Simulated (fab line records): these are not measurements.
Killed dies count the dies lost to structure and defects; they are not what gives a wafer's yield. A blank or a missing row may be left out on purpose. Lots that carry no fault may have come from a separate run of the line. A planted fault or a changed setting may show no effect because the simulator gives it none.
Matching of chambers	flow n5-finfet	N5_DUMMY_GATE_ETCH_29 on rie-diel-06 has 4 sister chambers
The step etches underlayer in N2/H2, target depth 13 nm. 22 wafers are shown with their chamber, then 11 later ones without.

EACH WAFER AND ITS CHAMBER
wafer	chamber	drypump-motor-current-A (A)	showerhead-plenum-p-Torr (Torr)	rf-vpp-V (V)
L074.2	3	5.7	2.68	528.1
L074.3	2	5.0	2.51	523.0
L074.6	0	6.2	2.43	523.0
L075.2	0	6.3	2.43	521.2
L075.4	3	5.7	2.68	528.0
L075.6	1	5.1	2.52	524.0
L080.1	0	6.2	2.42	520.8
L080.4	3	5.7	2.67	527.4
L080.5	0	6.3	2.42	520.8
L081.3	1	5.0	2.51	525.1
L081.4	0	6.2	2.42	520.6
L081.6	2	5.0	2.51	524.0
L084.1	1	5.1	2.51	523.4
L084.2	3	5.7	2.67	527.0
L084.3	2	5.0	2.50	525.6
L084.4	0	6.3	2.42	521.6
L084.5	0	6.3	2.42	522.0
L084.6	3	5.7	2.67	527.8
L086.1	3	5.7	2.67	528.5
L086.3	0	6.2	2.42	521.2
L086.4	0	6.3	2.42	520.8
L087.3	0	6.2	2.42	520.8

SIGNATURES, as means of the wafers listed above
reading	chamber 0	chamber 1	chamber 2	chamber 3	scatter within a chamber
drypump-motor-current-A	6.250	5.067	5.000	5.700	0.0419
showerhead-plenum-p-Torr	2.4220	2.5133	2.5067	2.6733	0.00487
rf-vpp-V	521.280	524.167	524.200	527.800	0.793
Rule: distance of a wafer from a chamber = root of the sum over the readings of ((wafer's reading minus chamber's mean) / reading's scatter) squared. If the next closest chamber is less than 2 further off than the closest, the wafer can't be placed; otherwise it belongs to the closest. The scatter is the square root of a quotient: the sum, over the shown wafers, of each reading's squared deviation from its chamber's mean, divided by wafers minus chambers.

WAFERS MISSING THEIR CHAMBER
wafer	drypump-motor-current-A (A)	showerhead-plenum-p-Torr (Torr)	rf-vpp-V (V)
L087.4	5.1	2.51	523.6
L087.5	5.0	2.50	522.5
L089.1	5.7	2.66	527.5
L089.3	5.0	2.50	523.3
L089.6	5.0	2.50	522.8
L093.2	4.9	2.50	522.5
L093.4	5.0	2.51	522.9
L093.6	5.7	2.66	527.9
L097.1	5.7	2.66	528.8
L097.3	6.3	2.41	520.3
L097.6	5.7	2.66	527.5

CHAMBER TAKEN BY EACH
wafer	from the rows above	in truth
L087.4	can't be placed: 1 or 2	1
L087.5	can't be placed: 2 or 1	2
L089.1	3	3
L089.3	can't be placed: 2 or 1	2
L089.6	can't be placed: 2 or 1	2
L093.2	can't be placed: 2 or 1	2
L093.4	can't be placed: 2 or 1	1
L093.6	3	3
L097.1	3	3
L097.3	0	0
L097.6	3	3
Correctly placed: 5 of 11. From these rows, 6 cannot be placed; in 6 the true chamber is one of the candidates. 0 placed wrongly.
